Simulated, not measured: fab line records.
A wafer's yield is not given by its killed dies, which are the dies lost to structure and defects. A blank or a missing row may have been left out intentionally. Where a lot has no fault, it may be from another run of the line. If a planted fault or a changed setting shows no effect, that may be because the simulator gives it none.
Which tool was responsible? | flow nand_harc | Sampling: 13 lots, 39 wafers, 5 of 1159 route steps

## WHAT THE GAUGES SHOWED, per wafer
NHARC_END_SORT_01. Usual: killed_at_array 25, standard deviation 10; killed_at_other 0.6, standard deviation 0.91; killed_at_periphery 3.6, standard deviation 2.9; killed_dies 29, standard deviation 10; killed_open 3.3, standard deviation 2; killed_short 1.9, standard deviation 1.5.
lot  | measured     | on        | killed_at_array | killed_at_other | killed_at_periphery | killed_dies | killed_open | killed_short | flag
L690 | day 23 20:23 | prober-02 | 60 110 32       | 1 0 1           | 1 0 0               | 62 110 33   | 5 5 2       | 1 1 2        | OFF

## WHICH TOOL RAN EACH LOT (tool, then ch and the chambers of the sampled wafers, then the start)
lot  | NHARC_A_BLC_ETCH_18                | NHARC_A_BONDPAD_ETCH_24                       | NHARC_A_BONDPAD_DEGAS_25     | NHARC_A_BONDPAD_CMP_19
L673 | rie_diel-08 ch 0,1, day 17 22:53   | rie_diel-03 ch 1,3, day 18 19:28 or earlier   | pvd_sputter-02, day 18 19:28 | cmp-04 ch 1,2, day 18 20:43
L675 | rie_diel-02 ch 0,2,3, day 17 23:07 | rie_diel-01 ch 0,3, day 18 19:18 or earlier   | pvd_sputter-01, day 18 19:18 | cmp-01 ch 1,2, day 18 20:23
L676 | rie_diel-02 ch 1,3, day 18 07:52   | rie_diel-01 ch 0,1,2, day 18 23:23 or earlier | pvd_sputter-03, day 18 23:23 | cmp-04 ch 0,2,3, day 19 00:29
L674 | rie_diel-02 ch 1,2,3, day 18 09:04 | rie_diel-03 ch 1,2,3, day 18 23:37 or earlier | pvd_sputter-01, day 18 23:37 | cmp-04 ch 2,3, day 19 01:14
L677 | rie_diel-02 ch 0,1,2, day 18 23:10 | rie_diel-01 ch 0,2, day 19 19:39 or earlier   | pvd_sputter-03, day 19 19:39 | cmp-01 ch 0,2,3, day 19 21:27
L678 | rie_diel-08 ch 0,1,2, day 18 23:52 | rie_diel-01 ch 1,2,3, day 19 20:30 or earlier | pvd_sputter-02, day 19 20:30 | cmp-01 ch 0,1,3, day 19 22:04
L679 | rie_diel-08 ch 0,2,3, day 19 11:02 | rie_diel-01 ch 0,1,2, day 20 00:05 or earlier | pvd_sputter-01, day 20 00:05 | cmp-01 ch 0,1,2, day 20 01:12
L680 | rie_diel-02 ch 0,1, day 19 12:09   | rie_diel-03 ch 0,2,3, day 20 02:14 or earlier | pvd_sputter-01, day 20 02:14 | cmp-03 ch 0,2,3, day 20 03:20
L681 | rie_diel-02 ch 1,3, day 19 12:53   | rie_diel-01 ch 0,3, day 20 02:38 or earlier   | pvd_sputter-02, day 20 02:38 | cmp-03 ch 1,2,3, day 20 03:47
L682 | rie_diel-02 ch 0,1,3, day 19 15:30 | rie_diel-01 ch 0,1,3, day 20 05:31 or earlier | pvd_sputter-01, day 20 05:31 | cmp-01 ch 0,1,2, day 20 06:39
L683 | rie_diel-08 ch 1,2,3, day 20 01:21 | rie_diel-03 ch 1,3, day 20 19:27 or earlier   | pvd_sputter-01, day 20 19:27 | cmp-01 ch 2,3, day 20 20:33
L690 | rie_diel-08 ch 1,2,3, day 22 01:06 | rie_diel-01 ch 0,1,2, day 22 15:55 or earlier | pvd_sputter-02, day 22 15:55 | cmp-04 ch 1,2,3, day 22 16:59
L695 | rie_diel-08 ch 0,2, day 22 13:29   | rie_diel-01 ch 0,3, day 23 02:35 or earlier   | pvd_sputter-02, day 23 02:35 | cmp-04 ch 0,2,3, day 23 03:44
- NHARC_A_BLC_ETCH_18: etches the open film in C4F8/O2/Ar, target depth 910 nm.
- NHARC_A_BONDPAD_ETCH_24: etches the open film in CF4/N2, target depth 30 nm, time 72.99 s.
- NHARC_A_BONDPAD_DEGAS_25: time 60 s.
- NHARC_A_BONDPAD_CMP_19: polishes, t overpolish 30 s, cu recess touch 16 s, target thk 169.8 nm.

## WHAT THE TOOLS THEMSELVES READ (means of the sampled wafers that have a number; where no wafer has one, the mark that the record gives instead)
NHARC_A_BLC_ETCH_18. Usual: oes_product_au 0.949 a.u., standard deviation 0.024; rf_vpp_V 979 V, standard deviation 5.2.
lot  | tool        | oes_product_au (a.u.) | rf_vpp_V (V) | flag
L673 | rie_diel-08 | 0.919                 | 981          |
L675 | rie_diel-02 | 0.951                 | 979          |
L676 | rie_diel-02 | 0.959                 | 983          |
L674 | rie_diel-02 | 0.970                 | 983          |
L677 | rie_diel-02 | 0.975                 | 980          |
L678 | rie_diel-08 | 0.924                 | 978          |
L679 | rie_diel-08 | 0.962                 | 980          |
L680 | rie_diel-02 | 0.960                 | 979          |
L681 | rie_diel-02 | 0.938                 | 983          |
L682 | rie_diel-02 | 0.969                 | 978          |
L683 | rie_diel-08 | 0.986                 | 977          |
L690 | rie_diel-08 | 1.008                 | 978          |
L695 | rie_diel-08 | 0.948                 | 979          |

NHARC_A_BONDPAD_ETCH_24. Usual: drypump_motor_current_A 5.8 A, standard deviation 0.38; oes_product_au 1.000 a.u., standard deviation 0.011; rf_vpp_V 313.8 V, standard deviation 2.2; showerhead_plenum_p_Torr 2.61 Torr, standard deviation 0.11; throttle_valve_pct 19.794 %, standard deviation 0.01.
lot  | tool        | drypump_motor_current_A (A) | oes_product_au (a.u.) | rf_vpp_V (V) | showerhead_plenum_p_Torr (Torr) | throttle_valve_pct (%) | flag
L673 | rie_diel-03 | 6.2                         | 0.997                 | 311.0        | 2.49                            | 19.791                 |
L675 | rie_diel-01 | 6.1                         | 0.998                 | 315.2        | 2.69                            | 19.791                 |
L676 | rie_diel-01 | 5.6                         | 0.996                 | 314.9        | 2.67                            | 19.790                 |
L674 | rie_diel-03 | 6.1                         | 0.992                 | 313.3        | 2.58                            | 19.800                 |
L677 | rie_diel-01 | 5.8                         | 0.997                 | 315.3        | 2.72                            | 19.794                 |
L678 | rie_diel-01 | 5.7                         | 0.998                 | 313.6        | 2.57                            | 19.797                 |
L679 | rie_diel-01 | 5.6                         | 0.989                 | 314.8        | 2.67                            | 19.807                 |
L680 | rie_diel-03 | 6.1                         | 0.997                 | 314.2        | 2.63                            | 19.800                 |
L681 | rie_diel-01 | 6.1                         | 1.003                 | 313.2        | 2.59                            | 19.795                 |
L682 | rie_diel-01 | 5.9                         | 0.993                 | 315.1        | 2.64                            | 19.800                 |
L683 | rie_diel-03 | 6.3                         | 1.003                 | 312.0        | 2.48                            | 19.798                 |
L690 | rie_diel-01 | 5.6                         | 1.010                 | 314.9        | 2.67                            | 19.791                 |
L695 | rie_diel-01 | 6.1                         | 1.009                 | 313.4        | 2.58                            | 19.791                 |

NHARC_A_BONDPAD_DEGAS_25. Usual: heater_power_w 476 W, standard deviation 47.
lot  | tool           | heater_power_w (W) | flag
L673 | pvd_sputter-02 | 448                |
L675 | pvd_sputter-01 | 446                |
L676 | pvd_sputter-03 | 453                |
L674 | pvd_sputter-01 | 471                |
L677 | pvd_sputter-03 | 465                |
L678 | pvd_sputter-02 | 504                |
L679 | pvd_sputter-01 | 491                |
L680 | pvd_sputter-01 | 470                |
L681 | pvd_sputter-02 | 461                |
L682 | pvd_sputter-01 | 478                |
L683 | pvd_sputter-01 | 465                |
L690 | pvd_sputter-02 | 473                |
L695 | pvd_sputter-02 | 488                |

NHARC_A_BONDPAD_CMP_19. Usual: motor_current_A 11.4 A, standard deviation 1.1; overpolish_run_s 30.001 s, standard deviation 0.0092.
lot  | tool   | motor_current_A (A) | overpolish_run_s (s) | flag
L673 | cmp-04 | 11.4                | 29.998               |
L675 | cmp-01 | 11.9                | 30.000               |
L676 | cmp-04 | 11.0                | 30.004               |
L674 | cmp-04 | 11.1                | 29.997               |
L677 | cmp-01 | 12.5                | 30.003               |
L678 | cmp-01 | 11.9                | 29.999               |
L679 | cmp-01 | 12.1                | 30.006               |
L680 | cmp-03 | 10.3                | 30.002               |
L681 | cmp-03 | 11.1                | 30.003               |
L682 | cmp-01 | 12.1                | 29.999               |
L683 | cmp-01 | 11.5                | 30.007               |
L690 | cmp-04 | 11.3                | 30.001               |
L695 | cmp-04 | 10.8                | 29.997               |

## THE ANSWER, worked out from the rows above alone
Rule: a lot is off if the mean of its wafers that have a number lies more than 3 standard deviations from the usual mean. Also off: a lot with no number at a reading for which 4 or more lots have one. Any other lot the step has rows for is counted as sound. The gauges are gone through in route order, then the tools' own readings, and for those a lot's mean is taken as printed above. The first step at which some lot is off is used, and at that step the reading that is off furthest; a lot without a number counts as furthest.
Off: L690, at NHARC_END_SORT_01 (killed_at_array). Neither off nor sound, because the step has no rows for them: L673, L675, L676, L674, L677, L678, L679, L680, L681, L682, L683, L695.
If a tool, at a process step before that reading, ran all the lots that are off and no sound lot after the first of them, it fits. Those tools and the gauges at NHARC_END_SORT_01 are tried in the same way. NHARC_A_BONDPAD_ETCH_24 gives no start for some lots, so the hours and the order of its lots are those of NHARC_A_BONDPAD_DEGAS_25. Can't be told from this: 5 tools fit, rie_diel-08 at NHARC_A_BLC_ETCH_18, rie_diel-01 at NHARC_A_BONDPAD_ETCH_24, pvd_sputter-02 at NHARC_A_BONDPAD_DEGAS_25, cmp-04 at NHARC_A_BONDPAD_CMP_19, prober-02 at NHARC_END_SORT_01.

## WHAT THE SIMULATOR PUT IN
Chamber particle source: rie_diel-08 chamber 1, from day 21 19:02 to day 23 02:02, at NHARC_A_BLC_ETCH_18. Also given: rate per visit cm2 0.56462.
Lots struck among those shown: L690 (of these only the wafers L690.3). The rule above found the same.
